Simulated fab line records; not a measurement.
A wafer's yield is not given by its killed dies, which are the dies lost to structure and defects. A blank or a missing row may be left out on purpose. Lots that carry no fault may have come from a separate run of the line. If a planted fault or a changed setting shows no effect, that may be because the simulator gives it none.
Which of the tools did it? | flow n5_finfet | Sampling: 9 lots, 22 wafers, 8 of 1938 route steps

## WHAT THE GAUGES SHOWED, per wafer
N5_BEOL_M14_THK_MEAS_50: measures by xrf.
lot  | measured     | on            | M14_THK (nm)
L376 | day 10 18:59 | film_metro-01 | 599 599
L378 | day 11 16:23 | film_metro-02 | 591 563 595
L380 | day 11 23:53 | film_metro-02 | 380 409 396
L381 | day 12 09:53 | film_metro-02 | 394 381 382
L389 | day 15 07:16 | film_metro-01 | 561 596
L391 | day 15 16:52 | film_metro-02 | 584 589
L394 | day 15 18:01 | film_metro-02 | 553 553
L393 | day 15 20:22 | film_metro-02 | 588 574 568
L398 | day 17 10:35 | film_metro-01 | 553 578

N5_BEOL_M14_RS_MEAS_54: a four-point-probe measurement.
lot  | measured     | on            | M14_RS (ohm/sq)
L376 | day 10 19:07 | film_metro-02 | 0.0322 0.0322
L378 | day 11 16:32 | film_metro-02 | 0.0325 0.0343 0.0324
L380 | day 12 00:02 | film_metro-02 | 0.0507 0.0473 0.0487
L381 | day 12 10:01 | film_metro-02 | 0.0490 0.0508 0.0507
L389 | day 15 07:24 | film_metro-01 | 0.0341 0.0321
L391 | day 15 16:59 | film_metro-01 | 0.0332 0.0327
L394 | day 15 18:09 | film_metro-02 | 0.0346 0.0347
L393 | day 15 20:32 | film_metro-02 | 0.0326 0.0336 0.0338
L398 | day 17 10:43 | film_metro-02 | 0.0351 0.0336

N5_BEOL_M15_THK_MEAS_01.
lot  | measured     | on            | M15_ILD_THK (nm)
L376 | day 10 19:26 | film_metro-02 | 1647 1632
L378 | day 11 16:51 | film_metro-02 | 1599 1646 1602
L380 | day 12 00:21 | film_metro-01 | 1599 1640 1670
L381 | day 12 10:20 | film_metro-01 | 1602 1604 1617
L389 | day 15 07:43 | film_metro-02 | 1662 1629
L391 | day 15 17:18 | film_metro-01 | 1636 1636
L394 | day 15 18:28 | film_metro-01 | 1642 1670
L393 | day 15 20:50 | film_metro-01 | 1632 1619 1638
L398 | day 17 11:01 | film_metro-02 | 1619 1631

N5_BEOL_M15_RC_MEAS_101.
lot  | measured     | on        | COMB_M10 (S/m)          | COMB_M11 (S/m)          | COMB_M12 (S/m)          | COMB_M13 (S/m)          | COMB_M15 (S/m)          | COMB_M5 (S/m)         | COMB_M6 (S/m)           | COMB_M7 (S/m)           | COMB_M8 (S/m)           | COMB_M8_max_site (S/m)  | COMB_M9 (S/m)              | SERP_M10 (ohm/um) | SERP_M10_max_site (ohm/um) | SERP_M11 (ohm/um) | SERP_M12 (ohm/um) | SERP_M13 (ohm/um) | SERP_M14 (ohm/um) | SERP_M14_max_site (ohm/um) | SERP_M5 (ohm/um) | SERP_M6 (ohm/um) | SERP_M7 (ohm/um) | SERP_M9 (ohm/um)
L376 | day 11 01:35 | prober-01 | 1.4e-11 1.5e-11         | 1.4e-11 1.4e-11         | 7.8e-12 9.4e-12         | 6.9e-12 6.4e-12         | 3.6e-12 3.2e-12         | 4.1e-11 3.9e-11       | 2.9e-11 2.9e-11         | 2.7e-11 3.2e-11         | 2.2e-11 2.6e-11         | 2.5e-11 3.5e-11         | 1.89e-11 1.68e-11          | 2.94 2.89         | 2.99 2.93                  | 3.03 2.94         | 0.638 0.641       | 0.294 0.293       | 0.154 0.154       | 0.155 0.156                | 37.7 35.9        | 13.4 12.4        | 14.4 13.4        | 3.30 3.24
L378 | day 12 00:02 | prober-01 | 1.4e-11 1.7e-11 1.9e-11 | 1.5e-11 1.3e-11 1.6e-11 | 6.4e-12 7.9e-12 8.7e-12 | 5.8e-12 6.8e-12 5.9e-12 | 3.5e-12 4.2e-12 3.6e-12 | 3.1e-11 3e-11 5.1e-11 | 2.4e-11 2.6e-11 2.7e-11 | 2.1e-11 2.3e-11 3.2e-11 | 3e-11 2.5e-11 2.1e-11   | 4e-11 3.2e-11 2.3e-11   | 1.61e-11 1.76e-11 1.9e-11  | 3.16 3.15 2.93    | 3.28 3.21 2.96             | 3.23 3.03 3.12    | 0.682 0.645 0.667 | 0.313 0.320 0.307 | 0.154 0.164 0.154 | 0.156 0.166 0.155          | 38.5 37.3 39.5   | 13.6 12.7 14.1   | 13.7 14.7 13.8   | 3.09 3.14 3.07
L380 | day 12 05:43 | prober-01 | 1.2e-11 1.7e-11 2e-11   | 1.5e-11 1.5e-11 2.3e-11 | 7.9e-12 6.3e-12 8e-12   | 7.5e-12 7.1e-12 6.7e-12 | 4.4e-12 4.8e-12 4.5e-12 | 5e-11 3.1e-11 4.7e-11 | 2.5e-11 2.3e-11 2.4e-11 | 3.1e-11 2.4e-11 2.2e-11 | 3.2e-11 3.2e-11 3.8e-11 | 4.2e-11 4.1e-11 5.2e-11 | 1.36e-11 1.62e-11 1.42e-11 | 3.28 3.25 3.36    | 3.34 3.39 3.40             | 3.26 3.09 3.24    | 0.625 0.634 0.645 | 0.320 0.322 0.312 | 0.242 0.229 0.240 | 0.247 0.231 0.243          | 38.3 42.8 41.1   | 13.9 11.9 13.8   | 12.7 15.4 13.8   | 3.08 3.33 3.21
L381 | day 12 18:02 | prober-02 | 1.2e-11 1.4e-11 1.6e-11 | 1.7e-11 1.5e-11 1.4e-11 | 7.3e-12 9.9e-12 5.4e-12 | 5e-12 5.7e-12 5.3e-12   | 3.2e-12 3.8e-12 3.7e-12 | 4e-11 3.6e-11 3.8e-11 | 2.4e-11 3.5e-11 3.4e-11 | 2.2e-11 3.1e-11 2.2e-11 | 3.1e-11 2.8e-11 3e-11   | 3.8e-11 3.9e-11 3.4e-11 | 1.24e-11 1.66e-11 1.42e-11 | 3.04 3.02 3.12    | 3.13 3.05 3.16             | 2.91 2.90 2.94    | 0.631 0.608 0.622 | 0.328 0.315 0.319 | 0.231 0.248 0.241 | 0.233 0.251 0.245          | 36.4 35.2 34.3   | 13.9 14.4 14.4   | 13.3 13.3 13.0   | 3.09 2.86 3.04
L389 | day 15 14:08 | prober-01 | 1.4e-11 1.7e-11         | 1.6e-11 1.8e-11         | 7.9e-12 7.7e-12         | 6.4e-12 5.7e-12         | 4.1e-12 3.2e-12         | 3.3e-11 2.8e-11       | 2.7e-11 2.4e-11         | 2.9e-11 2.4e-11         | 2.6e-11 3.1e-11         | 4e-11 5.2e-11           | 1.7e-11 1.27e-11           | 3.03 3.10         | 3.09 3.24                  | 3.29 3.04         | 0.677 0.655       | 0.323 0.305       | 0.165 0.156       | 0.167 0.157                | 40.8 35.9        | 15.2 15.4        | 13.3 14.1        | 3.05 3.09
L391 | day 16 01:02 | prober-02 | 1.8e-11 1.3e-11         | 1.2e-11 1.3e-11         | 9.9e-12 6.6e-12         | 4.9e-12 4.4e-12         | 2.4e-12 3.3e-12         | 3.3e-11 4.5e-11       | 3.1e-11 2.5e-11         | 2.9e-11 2.5e-11         | 2e-11 2.3e-11           | 2.6e-11 2.8e-11         | 2.09e-11 2.07e-11          | 3.07 2.81         | 3.14 2.86                  | 2.99 2.94         | 0.673 0.636       | 0.311 0.301       | 0.161 0.160       | 0.163 0.162                | 37.0 38.0        | 13.2 13.8        | 13.9 12.7        | 2.92 2.99
L394 | day 16 03:18 | prober-01 | 1.6e-11 1.3e-11         | 1.2e-11 1.1e-11         | 7.3e-12 6.4e-12         | 6.6e-12 6.3e-12         | 2.9e-12 3.8e-12         | 2.8e-11 4.5e-11       | 3.4e-11 1.8e-11         | 2.4e-11 2.7e-11         | 2.7e-11 2.3e-11         | 3.6e-11 3.3e-11         | 1.53e-11 1.4e-11           | 2.95 2.96         | 3.15 3.10                  | 3.08 2.95         | 0.667 0.625       | 0.293 0.322       | 0.167 0.169       | 0.169 0.171                | 37.0 38.9        | 13.9 14.8        | 14.1 15.2        | 3.00 3.00
L393 | day 16 09:16 | prober-02 | 1.7e-11 1.6e-11 2e-11   | 1.3e-11 1.4e-11 1.9e-11 | 8e-12 5.6e-12 6.5e-12   | 5.7e-12 5.4e-12 4.4e-12 | 4.1e-12 4.2e-12 3.2e-12 | 5e-11 4.9e-11 3.6e-11 | 3.5e-11 2.9e-11 3.2e-11 | 3e-11 3e-11 2.5e-11     | 2.8e-11 3.1e-11 3.9e-11 | 4.2e-11 4.5e-11 6.6e-11 | 1.48e-11 1.92e-11 1.65e-11 | 3.10 2.84 2.85    | 3.24 2.93 2.93             | 2.98 3.09 2.92    | 0.611 0.602 0.628 | 0.327 0.301 0.293 | 0.156 0.163 0.163 | 0.158 0.165 0.165          | 40.4 39.6 36.9   | 13.1 14.2 13.3   | 13.3 14.7 14.2   | 3.02 3.03 3.15
L398 | day 17 18:11 | prober-01 | 2e-11 1.1e-11           | 2.5e-11 1.9e-11         | 1.11e-11 9.1e-12        | 6.2e-12 7.6e-12         | 3.8e-12 3.6e-12         | 3.9e-11 4.1e-11       | 3.3e-11 2.1e-11         | 2.7e-11 2.5e-11         | 1.8e-11 2.4e-11         | 2.3e-11 4.1e-11         | 2.08e-11 1.03e-11          | 2.89 3.01         | 2.94 3.14                  | 2.97 2.90         | 0.647 0.617       | 0.294 0.290       | 0.167 0.157       | 0.169 0.159                | 37.8 36.7        | 12.9 14.7        | 13.1 13.1        | 3.06 2.91

## EACH LOT AND THE TOOL THAT RAN IT (in order: tool; ch and the chambers of the sampled wafers; start)
lot  | N5_BEOL_M14_SPUTTER_44       | N5_BEOL_M14_ECD_47             | N5_BEOL_M14_CMP_49            | N5_BEOL_M14_DEP_53
L376 | pvd_sputter-01, day 10 18:00 | ecd_cu-01 ch 1, day 10 18:16   | cmp-04 ch 0,2, day 10 18:48   | pecvd-01 ch 1,2, day 10 19:04
L378 | pvd_sputter-03, day 11 15:15 | ecd_cu-01 ch 0,1, day 11 15:30 | cmp-03 ch 0,1,2, day 11 16:11 | pecvd-04 ch 0,2, day 11 16:28
L380 | pvd_sputter-02, day 11 22:05 | ecd_cu-01 ch 0,1, day 11 22:17 | cmp-03 ch 0,3, day 11 23:35   | pecvd-04 ch 1,2, day 11 23:57
L381 | pvd_sputter-01, day 12 08:55 | ecd_cu-01 ch 0, day 12 09:07   | cmp-03 ch 1,2, day 12 09:36   | pecvd-02 ch 0,2, day 12 09:57
L389 | pvd_sputter-01, day 15 06:20 | ecd_cu-01 ch 0,1, day 15 06:36 | cmp-02 ch 0,1, day 15 07:07   | pecvd-01 ch 0,2, day 15 07:21
L391 | pvd_sputter-03, day 15 15:50 | ecd_cu-01 ch 1, day 15 16:05   | cmp-04 ch 1,2, day 15 16:34   | pecvd-01 ch 0,1, day 15 16:56
L394 | pvd_sputter-01, day 15 16:38 | ecd_cu-01 ch 0,1, day 15 16:53 | cmp-04 ch 0,2, day 15 17:46   | pecvd-04 ch 1,2, day 15 18:05
L393 | pvd_sputter-01, day 15 19:23 | ecd_cu-01 ch 0,1, day 15 19:35 | cmp-02 ch 1,2, day 15 20:04   | pecvd-02 ch 0,2, day 15 20:27
L398 | pvd_sputter-03, day 17 09:33 | ecd_cu-01 ch 0,1, day 17 09:48 | cmp-03 ch 3, day 17 10:19     | pecvd-01 ch 2, day 17 10:38
- N5_BEOL_M14_SPUTTER_44: material Ta, target thk 15 nm, time 24.19 s.
- N5_BEOL_M14_ECD_47: material Cu, target thk 1248 nm.
- N5_BEOL_M14_CMP_49: polishes, stops on SiO2, t overpolish 5.2 s, target thk 560 nm.
- N5_BEOL_M14_DEP_53: deposits SiCN from 3MS/NH3, target thk 50 nm, time 17.8 s.

## WHAT THE TOOLS THEMSELVES READ (means of the sampled wafers that have a number; where no wafer has one, the mark that the record gives instead)
N5_BEOL_M14_SPUTTER_44.
lot  | tool           | chamber_pressure_pa (Pa) | throttle_valve_pct (%)
L376 | pvd_sputter-01 | 0.07011                  | 29.1
L378 | pvd_sputter-03 | 0.07012                  | 29.8
L380 | pvd_sputter-02 | 0.07009                  | 30.5
L381 | pvd_sputter-01 | 0.07003                  | 29.2
L389 | pvd_sputter-01 | 0.07004                  | 28.9
L391 | pvd_sputter-03 | 0.06995                  | 31.1
L394 | pvd_sputter-01 | 0.06996                  | 30.2
L393 | pvd_sputter-01 | 0.07018                  | 28.6
L398 | pvd_sputter-03 | 0.07001                  | 30.2

N5_BEOL_M14_CMP_49.
lot  | tool   | clearing_platen_down_force_psi (psi) | motor_current_A (A) | retaining_ring_pressure_frac | time_to_endpoint_s (s)
L376 | cmp-04 | 2.004                                | 8.2                 | 0.998                        | 132
L378 | cmp-03 | 1.999                                | 8.4                 | 0.998                        | 127
L380 | cmp-03 | 2.005                                | 9.6                 | 0.998                        | 36
L381 | cmp-03 | 1.999                                | 7.4                 | 1.002                        | 41
L389 | cmp-02 | 2.002                                | 7.6                 | 0.997                        | 124
L391 | cmp-04 | 2.002                                | 8.4                 | 0.999                        | 133
L394 | cmp-04 | 2.000                                | 8.2                 | 1.002                        | 128
L393 | cmp-02 | 1.997                                | 7.2                 | 1.004                        | 126
L398 | cmp-03 | 2.000                                | 7.7                 | 0.998                        | 123

N5_BEOL_M14_DEP_53.
lot  | tool     | chamber_pressure_Torr (Torr) | showerhead_plenum_p_Torr (Torr) | throttle_valve_pct (%)
L376 | pecvd-01 | 2.992                        | 4.175                           | 18.3
L378 | pecvd-04 | 2.999                        | 4.190                           | 17.7
L380 | pecvd-04 | 3.003                        | 4.193                           | 17.6
L381 | pecvd-02 | 2.994                        | 4.144                           | 18.3
L389 | pecvd-01 | 3.002                        | 4.171                           | 18.2
L391 | pecvd-01 | 2.997                        | 4.175                           | 19.4
L394 | pecvd-04 | 3.005                        | 4.178                           | 17.9
L393 | pecvd-02 | 3.006                        | 4.149                           | 18.5
L398 | pecvd-01 | 3.012                        | 4.174                           | 17.5

## THE ANSWER, worked out from the rows above alone
Rule: usual is defined by the lots themselves. The widest of any qualifying gaps counts: lots, ordered by their means at a reading, are off when they make up no more than a third of the lots, leave a main group of 4 or more, and stand apart from it by 3 or more times the standard deviation of that group's means. If all means in a main group match to the digits the tables above print for the reading, that group is not used. Also off: a lot with no number at a reading for which 4 or more lots have one. All remaining lots with rows at the step are treated as sound. First the gauges in route order, then the tools' own readings, where a lot's mean is used as printed above. The first step at which some lot is off is used, and at that step the reading that is off furthest; a lot without a number counts as furthest.
Off: L380, L381, at N5_BEOL_M14_THK_MEAS_50 (M14_THK). Mean 577 nm and standard deviation 14 in the main group.
A tool fits if, at a process step before that reading, it ran every lot that is off, and no sound lot after the first of them. The gauges at N5_BEOL_M14_THK_MEAS_50 aren't tried: what is off there is off at N5_BEOL_M15_RC_MEAS_101 too, on other tools, and a gauge's error can't cause that. No candidate that was tried fits.

## WHAT HAD BEEN PUT IN BY THE SIMULATOR
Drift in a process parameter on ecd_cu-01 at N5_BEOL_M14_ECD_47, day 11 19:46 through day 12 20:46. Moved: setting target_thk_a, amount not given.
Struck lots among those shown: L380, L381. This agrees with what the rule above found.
